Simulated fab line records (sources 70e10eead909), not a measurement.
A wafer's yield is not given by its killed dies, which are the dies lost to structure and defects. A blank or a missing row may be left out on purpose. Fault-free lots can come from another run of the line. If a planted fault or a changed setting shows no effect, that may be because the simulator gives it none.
Matching of chambers + flow nand harc + 4 sister chambers for NHARC_A_STAIRCASE_ALD_420 on ald hk-01
The step deposits SiO2, target thk 20 nm, pulse time 6 s, ald cycles 200. 4 wafers are shown with their chamber, then 9 later ones without.

## WAFERS, EACH WITH ITS CHAMBER
| wafer  | chamber | heater power w (W) |
|--------|---------|--------------------|
| L078.6 | 0       | 391                |
| L081.6 | 3       | 478                |
| L083.2 | 1       | 459                |
| L083.6 | 2       | 442                |

## WAFERS WHOSE CHAMBER IS MISSING
| wafer  | heater power w (W) |
|--------|--------------------|
| L088.4 | 466                |
| L088.5 | 464                |
| L088.6 | 459                |
| L093.4 | 460                |
| L093.5 | 462                |
| L093.6 | 460                |
| L093.1 | 391                |
| L093.2 | 458                |
| L093.3 | 459                |

## EACH ONE'S CHAMBER
| wafer  | from the rows above     | in truth                   |
|--------|-------------------------|----------------------------|
| L088.4 | can't be placed: 1 or 3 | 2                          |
| L088.5 | 1                       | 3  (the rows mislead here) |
| L088.6 | 1                       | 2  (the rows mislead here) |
| L093.4 | 1                       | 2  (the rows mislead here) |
| L093.5 | 1                       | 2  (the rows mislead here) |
| L093.6 | 1                       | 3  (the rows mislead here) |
| L093.1 | 0                       | 0                          |
| L093.2 | 1                       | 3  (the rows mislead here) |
| L093.3 | 1                       | 1                          |
Correct placement for 2 of the 9. Unplaceable from these rows: 1, with the true chamber sitting among the candidates in 0. Wrongly placed: 6.
How it was worked out, from the rows above alone: a wafer's distance from a chamber is the root of the sum, over the readings, of the square of ((its reading less the chamber's mean) divided by the reading's scatter). If the next closest chamber is less than 2 further off than the closest, the wafer can't be placed; otherwise it belongs to the closest. A chamber's mean is the mean of its shown wafers. The scatter: root of mean squared gap, hidden wafer to nearest shown wafer, with one shown wafer a chamber.
